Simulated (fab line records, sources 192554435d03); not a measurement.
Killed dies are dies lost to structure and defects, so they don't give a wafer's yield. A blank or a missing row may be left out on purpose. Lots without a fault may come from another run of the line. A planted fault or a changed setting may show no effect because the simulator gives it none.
Chamber matching | flow n5_finfet | N5_HKMG_FIN_ALD_75 on ald_hk-01: 4 sister chambers
The step deposits Al2O3, target thk 1 nm, co reactant pulse time 1 s. 8 wafers are shown with their chamber, then 8 later ones without.

WAFERS WITH THEIR CHAMBER
wafer  | chamber | heater_power_w (W) | precursor_pulse_height_rel
L080.3 | 3       | 158                | 0.971
L082.1 | 2       | 135                | 0.959
L082.2 | 1       | 140                | 0.965
L082.5 | 2       | 136                | 0.996
L086.1 | 1       | 139                | 0.992
L086.2 | 0       | 152                | 0.990
L086.4 | 3       | 157                | 0.977
L088.1 | 0       | 150                | 1.019

WAFERS WITHOUT THEIR CHAMBER
wafer  | heater_power_w (W) | precursor_pulse_height_rel
L088.2 | 157                | 0.981
L088.4 | 143                | 1.012
L089.1 | 163                | 1.029
L089.3 | 150                | 0.981
L089.5 | 138                | 1.006
L090.1 | 135                | 1.015
L090.2 | 152                | 1.028
L090.4 | 136                | 0.939

WHICH CHAMBER EACH WENT THROUGH
wafer  | from the rows above     | in truth
L088.2 | 3                       | 3
L088.4 | 1                       | 1
L089.1 | 3                       | 3
L089.3 | 0                       | 0
L089.5 | can't be placed: 1 or 2 | 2
L090.1 | 2                       | 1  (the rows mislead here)
L090.2 | 0                       | 0
L090.4 | 2                       | 2
Placed correctly: 6 of 8. Can't be placed from these rows: 1 (the true chamber is among the candidates in 1). Placed wrongly: 1.
How it was worked out, from the rows above alone: a wafer's distance from a chamber is the root of the sum, over the readings, of the square of ((its reading less the chamber's mean) divided by the reading's scatter). The wafer belongs to the nearest chamber; if the next one is less than 2 further off, it can't be placed. A chamber's mean is the mean of its shown wafers. The scatter: the root of (the sum of the squares of (reading less its chamber's mean) over the shown wafers, divided by (wafers less chambers)).
